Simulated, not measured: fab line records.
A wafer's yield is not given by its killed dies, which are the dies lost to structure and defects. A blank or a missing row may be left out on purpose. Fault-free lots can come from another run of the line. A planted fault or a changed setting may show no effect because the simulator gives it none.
fab line records | flow n5Finfet
record lots=12 wafers=36 lastDay=17
route steps=1938 shown BEOL_M4@1098 BEOL_M5@1116
lots that met no fault: from a run of the same line without faults
startH: start of the lot's first displayed wafer, in hours after the record's first day | waitH: how many hours have passed since the lot's step before this one | " as in the row above | L1.1+2: a single row standing in for several wafers | - either no value or no given start | * or withheld: withheld | < > ~ a bound
route shown NAME@n: a module of which the file shows steps, and the number in the route of the first | usual: mean/standard deviation taken from wafers without a fault | same: alike in all rows | chamber/n: place in a boat | sites: per-site readings | _std_site: standard deviation across them | _edge_site: outer sites' mean less inner sites' | radiusMm: how far each site lies from the wafer's centre | mask NAME#n: copy n | behind: the most recent tool/chamber to have shaped the wafer | hold: why the lot went on hold/how many hours it stayed there/how the hold came to an end | device: the n, p or np transistor that did not switch | end of line: at the end of the route, the tests of the same wafers | a step with no rows: only its recipe | killed: dies that structure and defects cost at the first sort, which is not the same as the wafer's yield | map: the dies of a wafer, with x for killed, . for not killed, _ for no die there
set.NAME: the setting the step ran with; set.NAME@STEP: the setting that earlier step ran with | model.NAME: the simulator's own value behind a step, which no gauge read
route steps across a sampled set of lots; one table per step, one row per wafer
services: from which hour (startH, from the record's first day; less than 0 if before it) a tool's chamber was out of use, for how many hours, and why
## steps
# step N5_BEOL_M4_SPUTTER_94
# recipe material=Cu targetThkA=45 tempC=-20 chamberPressurePa=0.07 powerW=withheld timeS=8.29
# usual throttleValvePct=30.1/1.1
# columns lot.wafer tool chamber startH waitH throttleValvePct
L922.2 pvdSputter-01 - 158.46 0.1 30.8
L922.4 " - " " 29.9
L922.6 " - " " 29.7
L925.2 pvdSputter-02 - 193.58 0.1 28.9
L925.4 " - " " 30.7
L925.5 " - " " 28.8
L928.2 pvdSputter-02 - 213.73 0.1 28.9
L928.3 " - " " 30.5
L928.6 " - " " 30.5
L930.4 pvdSputter-03 - 217.16 0.1 30.0
L930.5 " - " " 29.6
L930.6 " - " " 30.2
L933.2 pvdSputter-01 - 225.92 0.1 29.9
L933.3 " - " " 31.7
L933.5 " - " " 30.6
L932.3 pvdSputter-01 - 242.63 0.1 32.1
L932.4 " - " " 29.6
L932.5 " - " " 32.3
L934.1 pvdSputter-02 - 246.67 0.1 28.1
L934.3 " - " " 30.9
L934.5 " - " " 28.1
L936.2 pvdSputter-01 - 248.67 0.1 29.8
L936.4 " - " " 32.3
L936.5 " - " " 29.8
L935.1 pvdSputter-02 - 248.80 0.1 28.6
L935.3 " - " " 30.9
L935.6 " - " " 28.2
L937.4 pvdSputter-02 - 263.04 0.1 28.8
L937.5 " - " " 28.6
L937.6 " - " " 28.0
L940.2 pvdSputter-01 - 285.28 0.1 30.7
L940.3 " - " " 31.8
L940.6 " - " " 31.1
L942.1 pvdSputter-03 - 285.39 0.1 30.6
L942.5 " - " " 30.4
L942.6 " - " " 30.2
# step N5_BEOL_M4_ANNEAL_51
# recipe tempC=225 timeS=90 ambient=N2
# usual wafer_temp_C_max=225.98/0.24
# columns lot.wafer tool chamber startH waitH wafer_temp_C_max
L922.2 rtpAnneal-02 0 158.92 0.1 225.73
L922.4 " 0 " " 225.81
L922.6 " 0 " " 226.06
L925.2 rtpAnneal-01 0 194.05 0.1 225.84
L925.4 " 0 " " 225.89
L925.5 " 0 " " 225.99
L928.2 rtpAnneal-02 0 214.19 0.1 225.97
L928.3 " 0 " " 225.48
L928.6 " 0 " " 225.84
L930.4 rtpAnneal-02 0 217.77 0.2 225.95
L930.5 " 0 " " 226.00
L930.6 " 0 " " 225.97
L933.2 rtpAnneal-02 0 226.38 0.1 226.06
L933.3 " 0 " " 225.60
L933.5 " 0 " " 225.56
L932.3 rtpAnneal-01 0 243.18 0.2 226.32
L932.4 " 0 " " 225.70
L932.5 " 0 " " 226.35
L934.1 rtpAnneal-01 0 247.08 0.1 226.30
L934.3 " 0 " " 225.69
L934.5 " 0 " " 226.00
L936.2 rtpAnneal-01 0 249.13 0.1 226.07
L936.4 " 0 " " 225.60
L936.5 " 0 " " 226.03
L935.1 rtpAnneal-02 0 249.21 0.1 225.94
L935.3 " 0 " " 226.41
L935.6 " 0 " " 226.17
L937.4 rtpAnneal-01 0 263.59 0.2 225.70
L937.5 " 0 " " 225.96
L937.6 " 0 " " 225.93
L940.2 rtpAnneal-02 0 285.74 0.1 225.95
L940.3 " 0 " " 225.75
L940.6 " 0 " " 225.84
L942.1 rtpAnneal-01 0 286.07 0.3 226.54
L942.5 " 0 " " 226.17
L942.6 " 0 " " 226.15
# step N5_BEOL_M5_HM_DEP_02
# recipe material=TiN targetThkA=200 tempC=25 chamberPressurePa=0.49996
# usual throttleValvePct=30.0/0.98
# columns lot.wafer tool chamber startH waitH throttleValvePct
L922.2 pvdSputter-01 - 162.40 1.0 30.9
L922.4 " - " " 31.8
L922.6 " - " " 30.0
L925.2 pvdSputter-03 - 198.48 1.9 30.6
L925.4 " - " " 29.3
L925.5 " - " " 30.6
L928.2 pvdSputter-02 - 217.81 0.9 28.2
L928.3 " - " " 29.2
L928.6 " - " " 31.1
L930.4 pvdSputter-02 - 223.32 0.9 30.7
L930.5 " - " " 30.5
L930.6 " - " " 30.9
L933.2 pvdSputter-02 - 229.11 0.3 28.7
L933.3 " - " " 30.6
L933.5 " - " " 30.6
L932.3 pvdSputter-03 - 246.28 0.7 29.5
L932.4 " - " " 30.4
L932.5 " - " " 29.6
L934.1 pvdSputter-02 - 250.48 0.8 28.1
L934.3 " - " " 30.8
L934.5 " - " " 29.2
L936.2 pvdSputter-03 - 252.09 0.5 30.7
L936.4 " - " " 29.8
L936.5 " - " " 30.0
L935.1 pvdSputter-03 - 252.19 0.5 30.8
L935.3 " - " " 29.9
L935.6 " - " " 30.2
L937.4 pvdSputter-02 - 266.70 0.7 30.5
L937.5 " - " " 28.1
L937.6 " - " " 28.8
L940.2 pvdSputter-01 - 291.72 3.5 29.6
L940.3 " - " " 29.7
L940.6 " - " " 29.5
L942.1 pvdSputter-01 - 292.02 3.0 29.9
L942.5 " - " " 29.9
L942.6 " - " " 31.1
# step N5_BEOL_M5_COAT_05
# recipe resist=CAR-EUV spinRpm=1500 resistThkNm=30
# usual resistLineTempC=22.98/0.1 spinSpeedRpm=1499.8/1.1
# columns lot.wafer tool chamber startH waitH resistLineTempC spinSpeedRpm
L922.2 lithoTrack-01 0 162.53 - 22.78 1500.0
L922.4 " 0 " " 22.86 1499.8
L922.6 " 0 " " 23.07 1499.4
L925.2 lithoTrack-05 0 198.61 - 23.00 1502.2
L925.4 " 0 " " 23.00 1500.4
L925.5 " 0 " " 22.98 1499.1
L928.2 lithoTrack-05 0 217.95 - 22.97 1498.6
L928.3 " 0 " " 22.96 1499.0
L928.6 " 0 " " 22.97 1498.6
L930.4 lithoTrack-04 0 223.46 - 23.03 1501.0
L930.5 " 0 " " 22.82 1499.8
L930.6 " 0 " " 22.85 1500.2
L933.2 lithoTrack-04 0 229.24 - 22.89 1500.7
L933.3 " 0 " " 22.94 1500.3
L933.5 " 0 " " 22.85 1500.6
L932.3 lithoTrack-01 0 246.42 - 23.07 1499.6
L932.4 " 0 " " 22.94 1500.5
L932.5 " 0 " " 23.02 1500.1
L934.1 lithoTrack-04 0 250.61 - 23.06 1500.0
L934.3 " 0 " " 23.08 1501.3
L934.5 " 0 " " 23.09 1500.6
L936.2 lithoTrack-05 0 252.22 - 22.91 1498.6
L936.4 " 0 " " 22.97 1499.3
L936.5 " 0 " " 22.88 1502.2
L935.1 lithoTrack-05 0 252.32 - 23.04 1501.3
L935.3 " 0 " " 22.91 1500.4
L935.6 " 0 " " 22.91 1501.1
L937.4 lithoTrack-04 0 266.84 - 23.15 1500.9
L937.5 " 0 " " 22.95 1500.1
L937.6 " 0 " " 23.08 1499.7
L940.2 lithoTrack-04 0 291.85 - 23.02 1386.1
L940.3 " 0 " " 22.99 1385.7
L940.6 " 0 " " 22.94 1387.3
L942.1 lithoTrack-04 0 292.16 - 22.87 1386.0
L942.5 " 0 " " 22.92 1386.2
L942.6 " 0 " " 22.94 1386.6
## services
# columns tool chamber startH hours kind
pvdSputter-02 - 162.27 23.5 repair
## key
firstSign step=N5_BEOL_M5_COAT_05 reading=spinSpeedRpm direction=down sigmas=99+ usual=* struck=*
effect none on later readings
metAt N5_BEOL_M5_COAT_05
struckLots L940,L942
notActingAt N5_BEOL_M4_SPUTTER_94,N5_BEOL_M4_ANNEAL_51,N5_BEOL_M5_HM_DEP_02
onsetBetween 266.84 291.85
fault kind=processParameterDrift tool=lithoTrack-04 chamber=- onsetH=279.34 steps=N5_BEOL_M5_COAT_05 channel=spinRpm offset=* shape=step endH=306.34 actsIn=* stated=*
